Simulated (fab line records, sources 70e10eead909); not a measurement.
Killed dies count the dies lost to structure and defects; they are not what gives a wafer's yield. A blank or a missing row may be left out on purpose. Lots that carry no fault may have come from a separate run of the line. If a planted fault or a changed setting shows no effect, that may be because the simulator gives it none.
Chamber matching ; flow nandHarc ; NHARC_P_GATE_DESCUM_31 on rieDiel-07: 3 sister chambers
The step chemistry O2, time 3 s. 14 wafers are shown with their chamber, then 6 later ones without.

## WAFERS, EACH WITH ITS CHAMBER
wafer;chamber;drypumpMotorCurrentA (A);oesProductAu (a.u.);throttleValvePct (%)
L930.1;1;5.4;0.994;11.306
L930.2;0;5.7;0.987;11.314
L930.4;2;5.5;1.002;11.308
L929.1;2;5.5;1.010;11.304
L929.5;1;5.3;0.986;11.318
L929.6;0;5.7;0.989;11.301
L931.3;2;5.5;0.989;11.311
L931.4;0;5.7;0.970;11.306
L931.5;1;5.4;0.991;11.331
L933.2;1;5.4;0.984;11.306
L933.4;0;5.7;0.990;11.311
L933.5;0;5.7;0.987;11.312
L942.1;0;5.7;0.983;11.321
L942.2;2;5.5;1.006;11.319

SIGNATURES (means of the wafers above)
reading;chamber 0;chamber 1;chamber 2;scatter within a chamber
drypumpMotorCurrentA;5.700;5.375;5.500;0.0261
oesProductAu;0.98433;0.98875;1.00175;0.0073
throttleValvePct;11.31083;11.31525;11.31050;0.00843
Rule: for a wafer and a chamber, the distance is found by dividing, reading by reading, the gap between the wafer's reading and the chamber's mean by the reading's scatter, squaring, summing and taking the root. If the next closest chamber is less than 2 further off than the closest, the wafer can't be placed; otherwise it belongs to the closest. The scatter: take each reading less its chamber's mean, square it, sum over the shown wafers, divide by the number of wafers less the number of chambers, and take the root.

## WAFERS WITHOUT THEIR CHAMBER
wafer;drypumpMotorCurrentA (A);oesProductAu (a.u.);throttleValvePct (%)
L942.3;5.4;0.989;11.289
L951.1;5.4;0.975;11.310
L951.4;5.7;0.982;11.314
L951.6;5.4;0.976;11.305
L952.4;5.4;0.982;11.313
L952.6;5.5;1.005;11.297

## WHICH CHAMBER EACH WENT THROUGH
wafer;from the rows above;in truth
L942.3;can't be placed: 1 or 2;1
L951.1;1;1
L951.4;0;0
L951.6;1;1
L952.4;1;1
L952.6;2;2
Correctly placed: 5 of 6. Can't be placed from these rows: 1 (the true chamber is among the candidates in 1). 0 placed wrongly.
